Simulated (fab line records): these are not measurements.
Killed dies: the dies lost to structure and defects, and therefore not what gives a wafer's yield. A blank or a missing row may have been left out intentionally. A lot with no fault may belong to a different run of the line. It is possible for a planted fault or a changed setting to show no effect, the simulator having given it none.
Problem report in the 8D (eight disciplines) form, filled by code :: flow nand_harc :: the parts of the form that need people (team, actions taken, sign-off) are left out

== 1. WHAT IS WRONG ==
At NHARC_A_STAIRCASE_DEP_325, rf_fwd_power_W averages 698.2 W over 4 wafers from 2 lots, while fault-free wafers read 499.8 W, standard deviation 1.5. So: +99 or more standard deviations from the usual mean.
The step: deposits SiO2, target thk 7200 nm.
The first sign was on wafer L128.3 at day 20 22:37, on pecvd-02. Wafers with a number at this step in the record: 36, from 12 lots. The rule behind "out" and "out of limits": a value lying over 4 standard deviations away from the usual mean. The other wafers with a number count as sound.

== 2. WHAT IT IS, AND WHAT IT ISN'T ==
question: which readings at this step
is: rf_fwd_power_W
is not: heater_power_outer_w, heater_power_w, mfc_precursor_sccm

question: which lots
is: L128, L130
is not: L123, L124, L135, L136, L138, L139, L140, L141, L143, L145

question: which wafers of those lots
is: L128.3, L128.6, L130.1, L130.6
is not: L128.4, L130.2

question: read on which tools
is: pecvd-02
is not: pecvd-01, pecvd-04

question: when
is: from day 20 22:37
is not: up to then (7 sound wafers); but 25 sound wafers of L130, L135, L136, L138, L139, L140, L141, L143, L145 came after

== 3. THE SUSPECTS, EACH WITH WHAT RULES IT OUT ==
Counting: any tool at a process step up to the reading remains a suspect provided it ran every lot that is out. Sound lots after the first of them don't rule it out here, since some wafers of a struck lot are sound.
- pecvd-02 at NHARC_A_STAIRCASE_DEP_325 (deposits SiO2, target thk 7200 nm): kept. Ran every lot that is out, first one L128 (day 20 22:37); last sound lot up to then L124 (day 19 19:37). Its own rf_fwd_power_W readings are out on those wafers.
- Within pecvd-02 at NHARC_A_STAIRCASE_DEP_325: the wafers that are out ran in chamber 2; their sound lot-mates ran in chambers 0, 1.
Remaining after the count: pecvd-02 at NHARC_A_STAIRCASE_DEP_325.

== 4. THE CAUSE (what the simulator had put in) ==
pecvd-02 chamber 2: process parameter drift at NHARC_A_STAIRCASE_DEP_325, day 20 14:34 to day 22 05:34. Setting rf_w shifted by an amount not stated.
After counting, this tool was the only one left.

== 5. THE EFFECT CHAIN, in route order ==
Each row: a reading where the mean over the struck wafers with a number is more than 3 standard deviations away from the usual. Only readings whose record carries a usual standard deviation are examined. hours: median over the lots of the time between each lot's start at the first step of this table that gives one and its start at this step. sigmas: the change, counted in usual standard deviations.
hours: 0
step: NHARC_A_STAIRCASE_DEP_325
reading: rf_fwd_power_W
usual: 499.8 W
on struck wafers: 698.2
change: +198.4
sigmas: +99 or more
Here are the process steps it includes:
- NHARC_A_STAIRCASE_DEP_325: deposits SiO2, target thk 7200 nm.

== 6. HOW IT WOULD HAVE BEEN CAUGHT EARLIER ==
The fault began at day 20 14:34; the first out-of-limits reading in this record came at day 20 22:37, 8 hours later.
